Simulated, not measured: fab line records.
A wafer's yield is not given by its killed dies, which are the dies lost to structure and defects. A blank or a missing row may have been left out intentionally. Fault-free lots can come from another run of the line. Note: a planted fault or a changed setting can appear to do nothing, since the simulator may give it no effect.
fab line records	flow n5-finfet
[record] lots = 9	wafers = 26	last-day = 18
route steps=1938 shown BEOL_M3@932 BEOL_M4@1111 PASSIVATION@1936
lots that met no fault: taken from a fault-free run of the same line
start-h: the number of hours between the record's first day and the start of the first shown wafer of the lot	wait-h: time in hours since the lot's previous step	" the same as in the row above	L1.1+2: a single row standing in for several wafers	- no value, or no start given	* or withheld: withheld	< > ~ a bound
route shown NAME@n: NAME is a module with steps in the file, n the number in the route of the first one	usual: average and standard deviation across the fault-free wafers	same: alike in all rows	chamber/n: place in a boat	sites: per-site readings	_std_site: standard deviation of those values	_edge_site: outer sites' mean less inner sites'	radius-mm: for every site, how far away it sits from the centre of the wafer	mask NAME#n: copy n	behind: tool/chamber where the wafer was last shaped	hold: why the lot went on hold/how many hours it stayed there/how the hold came to an end	device: the n, p or np transistor that did not switch	end of line: the route-end tests of the same wafers	step lacking rows: just its recipe	killed: count of dies lost to structure and defects at first sort (not the wafer's yield)	map: the dies of a wafer, with x for killed, . for not killed, _ for no die there
set.NAME: the run value of the setting; set.NAME@STEP: its run value at that earlier step	model.NAME: the simulator's own value behind a step, which no gauge read
a sample of lots followed through the steps of the route, with each step as a table and each wafer as a row
services: from which hour (start-h, from the record's first day; less than 0 if before it) a tool's chamber was out of use, for how many hours, and why
[[steps]]
[step N5_BEOL_M3_THK_MEAS_01]
[recipe] reads = SiOC_of_BEOL_M3_ILD_DEP_00
[usual] M3_ILD_THK = 79.4/1.1
lot.wafer	tool	chamber	start-h	wait-h	M3_ILD_THK[nm]
L615.3	film-metro-02	-	174.09	0.1	77.6
L615.4	"	-	"	"	79.7
L615.6	"	-	"	"	78.6
L616.2	film-metro-01	-	176.81	0.1	76.9
L616.3	"	-	"	"	78.9
L616.6	"	-	"	"	78.9
L617.1	film-metro-01	-	184.89	0.0	78.0
L617.4	"	-	"	"	79.1
L617.6	"	-	"	"	78.9
L621.1	film-metro-02	-	203.54	0.1	78.0
L621.4	"	-	"	"	78.8
L621.6	"	-	"	"	79.1
L626.1	film-metro-02	-	244.49	0.0	79.5
L626.4	"	-	"	"	80.1
L626.5	"	-	"	"	81.2
L629.1	film-metro-01	-	253.35	0.0	79.2
L629.2	"	-	"	"	79.8
L629.4	"	-	"	"	81.0
L632.3	film-metro-01	-	280.57	0.1	79.6
L632.4	"	-	"	"	80.9
L632.6	"	-	"	"	80.8
L633.2	film-metro-01	-	283.21	0.1	77.4
L633.5	"	-	"	"	78.4
L633.6	"	-	"	"	79.4
L635.2	film-metro-02	-	288.81	0.1	77.6
L635.5	"	-	"	"	79.8
[step N5_BEOL_M3_ETCH_64]
[recipe] chemistry = N2/H2	target = SOC	target-depth-a = 750	overetch-a = 150	mask-material = SiARC	temp-c = 40	time-s = 112.5	ion-energy-ev = 200	pressure-mtorr = 30	source-w = 840	bias-w = 150	n2-flow-sccm = 200	h2-flow-sccm = 200
[usual] drypump-motor-current-A = 5.6/0.39	oes-product-au = 0.62/0.068	rf-vpp-V = 523.2/2.1	showerhead-plenum-p-Torr = 2.52/0.074	throttle-valve-pct = 17.94/0.29
lot.wafer	tool	chamber	start-h	wait-h	drypump-motor-current-A	oes-product-au	rf-hours-counter-h	rf-vpp-V	showerhead-plenum-p-Torr	throttle-valve-pct
L615.3	rie-diel-06	1	176.29	0.0	5.7	0.59	170	523.9	2.54	18.03
L615.4	"	3	"	"	6.2	0.70	32	523.8	2.60	17.77
L615.6	"	2	"	"	6.1	0.56	-	523.8	2.51	17.89
L616.2	rie-diel-03	2	179.62	0.0	5.3	0.75	2	521.8	2.52	17.44
L616.3	"	3	"	"	6.4	0.70	49	524.0	2.62	18.35
L616.6	"	3	"	"	6.4	0.69	-	525.1	2.62	18.35
L617.1	rie-diel-04	0	186.47	0.0	5.9	0.57	188	523.9	2.55	18.23
L617.4	"	2	"	"	5.7	0.54	232	520.0	2.42	18.46
L617.6	"	1	"	"	5.3	0.56	-	524.3	2.51	17.77
L621.1	rie-diel-04	2	204.42	0.0	5.7	0.54	233	521.0	2.42	18.46
L621.4	"	0	"	"	5.9	0.57	189	522.4	2.55	18.23
L621.6	"	1	"	"	5.3	0.56	-	522.7	2.51	17.77
L626.1	rie-diel-04	1	245.42	0.0	5.3	0.56	220	523.9	2.50	17.78
L626.4	"	2	"	"	5.7	0.54	246	520.6	2.42	18.47
L626.5	"	1	"	"	5.3	0.56	-	521.6	2.50	17.79
L629.1	rie-diel-06	3	254.99	0.0	6.2	0.66	60	523.8	2.58	17.80
L629.2	"	1	"	"	5.7	0.58	199	523.2	2.52	18.07
L629.4	"	2	"	"	6.0	0.54	244	520.9	2.50	17.94
L632.3	rie-diel-04	2	282.35	0.0	5.7	0.77	5	527.9	2.73	18.13
L632.4	"	2	"	"	5.7	0.76	-	528.1	2.73	18.14
L632.6	"	1	"	"	5.3	0.55	-	521.8	2.50	17.82
L633.2	rie-diel-04	2	285.86	0.0	5.7	0.77	7	528.7	2.73	18.13
L633.5	"	2	"	"	5.7	0.75	-	527.0	2.73	18.13
L633.6	"	3	"	"	5.1	0.66	-	521.7	2.47	17.86
L635.2	rie-diel-04	1	294.71	0.0	5.2	0.54	242	521.9	2.50	17.85
L635.5	"	1	"	"	5.2	0.55	-	524.9	2.49	17.82
[step N5_BEOL_M3_COAT_76]
[recipe] resist = underlayer	temp-c = 205	time-s = 60	spin-rpm = 1500	resist-thk-nm = 5
[usual] chill-plate-temp-C = 23.02/0.1	exhaust-pa = 44.7/0.89	spin-speed-rpm = 1500.1/0.84
lot.wafer	tool	chamber	start-h	wait-h	chill-plate-temp-C	exhaust-pa	spin-speed-rpm
L615.3	litho-track-03	0	176.68	-	22.85	45.0	1500.2
L615.4	"	0	"	"	22.81	44.2	1499.1
L615.6	"	0	"	"	23.07	44.8	1499.3
L616.2	litho-track-02	0	180.01	-	23.17	44.2	1499.1
L616.3	"	0	"	"	23.07	44.5	1498.9
L616.6	"	0	"	"	23.13	45.1	1499.7
L617.1	litho-track-02	0	186.87	-	23.00	43.7	1502.0
L617.4	"	0	"	"	23.14	44.9	1500.2
L617.6	"	0	"	"	22.99	44.9	1501.4
L621.1	litho-track-02	0	204.92	-	23.20	44.9	1500.9
L621.4	"	0	"	"	23.11	45.1	1500.0
L621.6	"	0	"	"	23.06	45.1	1500.4
L626.1	litho-track-02	0	245.88	-	22.95	45.9	1548.7
L626.4	"	0	"	"	22.93	44.6	1550.7
L626.5	"	0	"	"	23.02	44.3	1549.8
L629.1	litho-track-02	0	255.38	-	22.95	45.6	1550.0
L629.2	"	0	"	"	23.06	45.8	1549.5
L629.4	"	0	"	"	22.94	43.4	1548.7
L632.3	litho-track-03	0	282.74	-	22.96	43.9	1501.0
L632.4	"	0	"	"	22.99	45.1	1501.1
L632.6	"	0	"	"	22.89	44.8	1501.2
L633.2	litho-track-03	0	286.30	-	23.14	44.9	1499.9
L633.5	"	0	"	"	23.05	45.9	1498.8
L633.6	"	0	"	"	23.03	45.1	1501.3
L635.2	litho-track-03	0	295.10	-	22.93	44.8	1499.6
L635.5	"	0	"	"	22.98	43.7	1500.2
[step N5_BEOL_M3_DESCUM_33]
[recipe] chemistry = O2	time-s = 7	source-power-w = 50	bias-power-w = 20	pressure-mtorr = 20	rf-frequency-hz = 2.712e+07	temp-c = 40	resist = CAR-EUV	o2-flow-sccm = 225
[usual] bias-power-w = 20.00/0.058	drypump-motor-current-A = 5.6/0.42	o2-flow-sccm = 225.0/0.6	oes-product-au = 0.78/0.081	rf-vpp-V = 243.1/1.2	showerhead-plenum-p-Torr = 2.08/0.06	throttle-valve-pct = 20.48/0.22
lot.wafer	tool	chamber	start-h	wait-h	bias-power-w	drypump-motor-current-A	o2-flow-sccm	oes-product-au	rf-hours-counter-h	rf-vpp-V	showerhead-plenum-p-Torr	throttle-valve-pct
L615.3	rie-diel-04	2	178.04	0.0	20.01	5.7	225.7	0.70	229	242.6	2.00	20.96
L615.4	"	1	"	"	20.05	5.3	225.1	0.71	204	243.1	2.07	20.36
L615.6	"	2	"	"	20.01	5.7	226.2	0.70	-	241.6	2.00	20.96
L616.2	rie-diel-06	2	180.50	0.1	20.02	6.0	224.4	0.69	218	243.8	2.06	20.49
L616.3	"	3	"	"	19.97	6.2	224.6	0.89	33	243.5	2.12	20.25
L616.6	"	3	"	"	19.97	6.2	224.7	0.89	-	244.4	2.12	20.27
L617.1	rie-diel-03	2	187.27	0.0	20.07	5.3	225.2	0.96	4	242.0	2.06	20.04
L617.4	"	3	"	"	19.96	6.4	224.1	0.89	51	245.1	2.14	20.66
L617.6	"	1	"	"	19.95	5.4	225.1	0.89	-	245.7	2.24	20.51
L621.1	rie-diel-04	0	205.47	0.0	19.99	5.9	225.3	0.71	190	242.8	2.09	20.76
L621.4	"	3	"	"	19.94	5.2	225.4	0.85	46	242.5	2.06	20.53
L621.6	"	1	"	"	20.02	5.2	224.4	0.70	-	243.1	2.07	20.37
L626.1	rie-diel-06	2	246.85	0.5	20.11	6.0	225.6	0.68	241	244.4	2.05	20.52
L626.4	"	3	"	"	20.00	6.2	224.8	0.85	56	243.7	2.11	20.29
L626.5	"	3	"	"	20.03	6.2	224.4	0.86	-	244.8	2.11	20.27
L629.1	rie-diel-03	0	255.78	0.0	19.89	5.1	225.0	0.71	216	242.7	2.06	20.47
L629.2	"	2	"	"	20.03	5.3	225.1	0.89	21	242.5	2.06	20.07
L629.4	"	1	"	"	19.93	5.4	224.5	0.86	38	245.3	2.23	20.53
L632.3	rie-diel-03	3	283.16	0.0	19.84	6.4	224.0	0.85	75	243.1	2.13	20.70
L632.4	"	0	"	"	19.94	5.1	225.6	0.71	224	242.7	2.06	20.50
L632.6	"	0	"	"	20.00	5.1	225.7	0.72	-	244.2	2.06	20.48
L633.2	rie-diel-06	3	286.82	0.0	20.02	6.2	225.6	0.84	72	244.1	2.11	20.30
L633.5	"	1	"	"	20.06	5.7	225.1	0.73	-	244.3	2.07	20.65
L633.6	"	3	"	"	19.94	6.2	224.5	0.83	-	244.9	2.11	20.30
L635.2	rie-diel-06	1	295.50	0.0	20.07	5.7	225.1	0.73	214	243.4	2.06	20.68
L635.5	"	1	"	"	20.09	5.7	224.0	0.73	-	242.7	2.06	20.65
[step N5_BEOL_M4_RC_MEAS_101]
[usual] DIBL_N = 36.0/2.5	DIBL_P = 36.2/3	IOFF_N = 0.16/0.044	IOFF_P = 0.21/0.049	ION_N = 671/15	ION_P = 461/8.7	SS_N = 71.5/0.72	SS_P = 73.4/0.9	VT_N = 251/4.4	VT_P = -250/4
lot.wafer	tool	chamber	start-h	wait-h	DIBL_N[mV/V]	DIBL_P[mV/V]	IOFF_N[nA/um]	IOFF_P[nA/um]	ION_N[uA/um]	ION_P[uA/um]	SS_N[mV/dec]	SS_P[mV/dec]	VT_N[mV]	VT_P[mV]
L615.3	prober-02	0	206.96	0.3	32.7	34.3	0.12	0.18	656	455	70.9	72.2	252	-249
L615.4	"	0	"	"	37.3	40.0	0.20	0.24	677	459	72.3	74.3	247	-249
L615.6	"	0	"	"	35.7	38.5	0.16	0.24	663	461	71.7	74.3	253	-247
L617.1	prober-02	0	215.26	0.0	41.4	41.8	0.26	0.29	697	466	72.5	75.0	245	-246
L617.4	"	0	"	"	38.8	39.1	0.19	0.24	673	457	73.0	74.2	247	-249
L617.6	"	0	"	"	39.2	39.7	0.20	0.24	690	468	72.9	75.1	248	-251
L616.2	prober-01	0	215.59	0.2	37.4	38.6	0.19	0.24	694	470	72.2	73.8	249	-247
L616.3	"	0	"	"	38.0	39.2	0.19	0.25	670	454	72.3	73.3	250	-252
L616.6	"	0	"	"	38.5	39.4	0.20	0.24	678	457	72.9	74.5	249	-251
L621.1	prober-01	0	233.36	0.0	34.2	34.9	0.13	0.20	657	457	71.5	72.8	252	-252
L621.4	"	0	"	"	34.1	35.2	0.14	0.20	672	464	70.9	73.4	250	-248
L621.6	"	0	"	"	37.7	39.4	0.21	0.29	699	482	72.3	73.4	245	-246
L626.1	prober-01	0	276.68	0.0	34.6	35.0	0.12	0.17	659	452	70.8	72.6	257	-250
L626.4	"	0	"	"	38.4	39.2	0.19	0.25	686	464	71.7	74.5	248	-249
L626.5	"	0	"	"	39.2	41.3	0.21	0.28	685	466	72.1	73.9	247	-249
L629.1	prober-02	0	301.68	0.0	36.5	36.2	0.14	0.20	670	456	71.0	73.2	250	-254
L629.2	"	0	"	"	40.5	40.6	0.22	0.27	674	460	72.4	74.5	246	-248
L629.4	"	0	"	"	36.9	37.0	0.14	0.22	665	464	71.9	74.0	253	-250
L632.3	prober-02	0	306.95	0.3	36.2	37.6	0.16	0.25	674	477	71.6	73.7	250	-247
L632.4	"	0	"	"	33.7	33.4	0.11	0.17	657	453	71.6	72.2	256	-254
L632.6	"	0	"	"	39.4	39.8	0.22	0.28	694	471	73.2	73.9	243	-246
L633.2	prober-01	0	309.42	0.6	36.4	36.3	0.17	0.25	678	473	72.1	73.6	251	-248
L633.5	"	0	"	"	39.7	40.5	0.26	0.34	698	475	72.2	74.3	242	-244
L633.6	"	0	"	"	34.3	32.5	0.13	0.18	672	460	70.5	72.5	251	-249
L635.2	prober-02	0	318.85	0.2	37.1	38.2	0.17	0.21	685	470	71.1	74.5	253	-253
L635.5	"	0	"	"	34.0	34.5	0.12	0.16	675	460	70.8	73.5	252	-258
[step N5_PASSIVATION_PROBE_49]
[usual] defect-limited-yield = 91.7/1.4	killed_at_M0_to_M3 = 31/11	killed_at_M4_up = 13/4.6	killed-at-contacts = 13/6.7	killed-at-front-end = 39/9.6	killed-at-other = 3.5/2.8	killed-dies = 98/16	killed-open = 64/11	killed-short = 33/8.5	sort_bin_5_function = 4.9/0.96	sort_bin_6_memory = 3.1/0.59	sort_bin_8_speed = 0.2/1.3	sort-n-pass = 1080/23
[same] gross-dies = 1180	killed-at-back-side = 0	sort_bin_4_leakage[%] = 0
lot.wafer	tool	chamber	start-h	wait-h	defect-limited-yield[%]	killed_at_M0_to_M3	killed_at_M4_up	killed-at-contacts	killed-at-front-end	killed-at-other	killed-dies	killed-open	killed-short	sort_bin_5_function[%]	sort_bin_6_memory[%]	sort_bin_8_speed[%]	sort-n-pass
L626.1	prober-01	-	377.94	0.0	91.9	31	13	15	33	4	96	65	31	4.4	3.4	0	1084
L626.4	prober-01	-	378.09	0.2	93.0	23	17	17	25	1	83	52	30	4.0	2.8	0.1	1097
L626.5	prober-01	-	378.14	0.2	90.8	42	11	28	27	0	108	67	41	5.0	3.7	0	1072
L629.1	prober-01	-	409.27	0.0	90.8	35	14	10	49	1	109	76	33	5.7	3.4	0	1071
L629.2	prober-01	-	409.32	0.1	92.1	33	9	11	32	8	93	53	38	4.0	3.7	0	1087
L629.4	prober-01	-	409.42	0.2	87.9	57	13	17	54	2	143	90	52	6.3	5.4	0	1037
// killed by level:class
L626.1 BEOL_M2:geometric-particle:open=16 MOL_CONTACT_COAG:geometric-particle:open=14 FIN_SAQP:geometric-particle:open=7 FIN_SAQP:geometric-particle:short=6 DUMMY_GATE:geometric-particle:open=6 BEOL_M4:geometric-particle:open=6 GATE_CUT:geometric-particle:short=5 BEOL_M0_SAQP:geometric-particle:short=5
L626.4 MOL_CONTACT_COAG:geometric-particle:open=11 BEOL_M0_SAQP:geometric-particle:short=8 BEOL_M4:geometric-particle:open=7 MOL_CONTACT_COAG:geometric-particle:short=6 STI_FIN_REVEAL:geometric-particle:open=5 DUMMY_GATE:geometric-particle:open=3 GATE_CUT:geometric-particle:short=3 BEOL_M0_SAQP:geometric-particle:open=3
L626.5 MOL_CONTACT_COAG:geometric-particle:open=21 FIN_SAQP:geometric-particle:short=14 BEOL_M2:geometric-particle:open=14 BEOL_M0_SAQP:geometric-particle:open=8 MOL_CONTACT_COAG:geometric-particle:short=7 BEOL_M0_SAQP:geometric-particle:short=7 BEOL_M1:geometric-particle:open=5 BEOL_M4:geometric-particle:open=5
L629.1 STI_FIN_REVEAL:geometric-particle:open=13 MOL_CONTACT_COAG:geometric-particle:open=8 BEOL_M3:geometric-particle:open=8 BEOL_M1:geometric-particle:open=7 FIN_SAQP:geometric-particle:open=6 FIN_SAQP:geometric-particle:short=5 BEOL_M0_SAQP:geometric-particle:open=5 BEOL_M5:geometric-particle:open=5
L629.2 FIN_SAQP:geometric-particle:short=15 BEOL_M3:geometric-particle:open=8 MOL_CONTACT_COAG:geometric-particle:open=8 BEOL_M0_SAQP:geometric-particle:open=7 BEOL_M0_SAQP:geometric-particle:short=6 FIN_SAQP:geometric-particle:open=5 DUMMY_GATE:geometric-particle:open=3 MOL_CONTACT_COAG:geometric-particle:short=3
L629.4 BEOL_M0_SAQP:geometric-particle:short=16 BEOL_M0_SAQP:geometric-particle:open=15 FIN_SAQP:geometric-particle:open=14 MOL_CONTACT_COAG:geometric-particle:open=14 FIN_SAQP:geometric-particle:short=12 DUMMY_GATE:geometric-particle:open=8 BEOL_M3:geometric-particle:open=8 STI_FIN_REVEAL:geometric-particle:open=7
[[services]]
tool	chamber	start-h	hours	kind
rie-diel-03	-	159.37	0.7	repair
rie-diel-03	2	161.15	-	clean
rie-diel-03	2	161.15	-	consumable-replace:focus-ring
rie-diel-03	2	161.15	13.2	scheduled-down
rie-diel-03	2	161.15	13.2	vent-cycle
rie-diel-04	-	188.17	14.6	pm
rie-diel-03	-	239.00	15.6	pm
rie-diel-04	2	254.55	-	clean
rie-diel-04	2	254.55	-	consumable-replace:focus-ring
rie-diel-04	2	254.55	-	consumable-replace:showerhead
rie-diel-04	2	254.55	11.3	scheduled-down
rie-diel-04	2	254.55	11.3	vent-cycle
rie-diel-06	0	267.66	4.5	repair
rie-diel-06	2	272.21	-	clean
rie-diel-06	2	272.21	-	consumable-replace:focus-ring
rie-diel-06	2	272.21	23.9	scheduled-down
rie-diel-06	2	272.21	23.9	vent-cycle
rie-diel-04	3	278.44	4.5	repair
[[key]]
[first-sign] step = N5_BEOL_M3_COAT_76	reading = spin-speed-rpm	direction = up	sigmas = 59	usual = *	struck = *
effect none on later readings
met-at N5_BEOL_M3_COAT_76
struck-lots L626,L629
not-acting-at N5_BEOL_M3_THK_MEAS_01,N5_BEOL_M3_ETCH_64,N5_BEOL_M3_DESCUM_33
onset-between 204.92 245.88
[fault] kind = process-parameter-drift	tool = litho-track-02	chamber = -	onset-h = 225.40	steps = N5_BEOL_M3_COAT_76	channel = spin-rpm	offset = *	shape = step	end-h = 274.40	acts-in = *	stated = *
